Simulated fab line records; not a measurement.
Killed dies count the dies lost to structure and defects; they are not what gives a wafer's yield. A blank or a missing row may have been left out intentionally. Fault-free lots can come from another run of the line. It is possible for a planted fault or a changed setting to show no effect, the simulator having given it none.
Chamber matching | flow n5 finfet | 3 sister chambers for N5_BEOL_M4_PRE_CLEAN_60 on cvd co-02
The step time 15 s. 14 wafers are shown with their chamber, then 6 later ones without.

== WAFERS PAIRED WITH THEIR CHAMBERS ==
wafer  | chamber | heater power w (W)
L547.1 | 1       | 87
L547.2 | 2       | 91
L547.3 | 0       | 94
L551.3 | 2       | 88
L551.4 | 0       | 94
L551.6 | 1       | 86
L557.4 | 2       | 88
L557.6 | 0       | 97
L558.1 | 2       | 90
L558.4 | 1       | 87
L558.6 | 2       | 91
L561.1 | 2       | 90
L561.2 | 0       | 98
L561.6 | 2       | 91

SIGNATURES, as means of the wafers listed above
reading        | chamber 0 | chamber 1 | chamber 2 | scatter within a chamber
heater power w | 95.75     | 86.67     | 89.86     | 1.49
Rule: a wafer lies at a distance from a chamber equal to the root of the sum of squares, over the readings, of (its reading less the chamber's mean, divided by the reading's scatter). The wafer belongs to the nearest chamber; if the next one is less than 2 further off, it can't be placed. The scatter is the square root of a quotient: the sum, over the shown wafers, of each reading's squared deviation from its chamber's mean, divided by wafers minus chambers.

== WAFERS WITHOUT THEIR CHAMBER ==
wafer  | heater power w (W)
L566.3 | 90
L566.4 | 91
L566.6 | 86
L568.2 | 85
L568.3 | 99
L568.6 | 92

== WHICH CHAMBER EACH WENT THROUGH ==
wafer  | from the rows above     | in truth
L566.3 | 2                       | 2
L566.4 | 2                       | 2
L566.6 | 1                       | 1
L568.2 | 1                       | 1
L568.3 | 0                       | 0
L568.6 | can't be placed: 2 or 0 | 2
Correct placement for 5 of the 6. Can't be placed from these rows: 1 (the true chamber is among the candidates in 1). 0 placed wrongly.
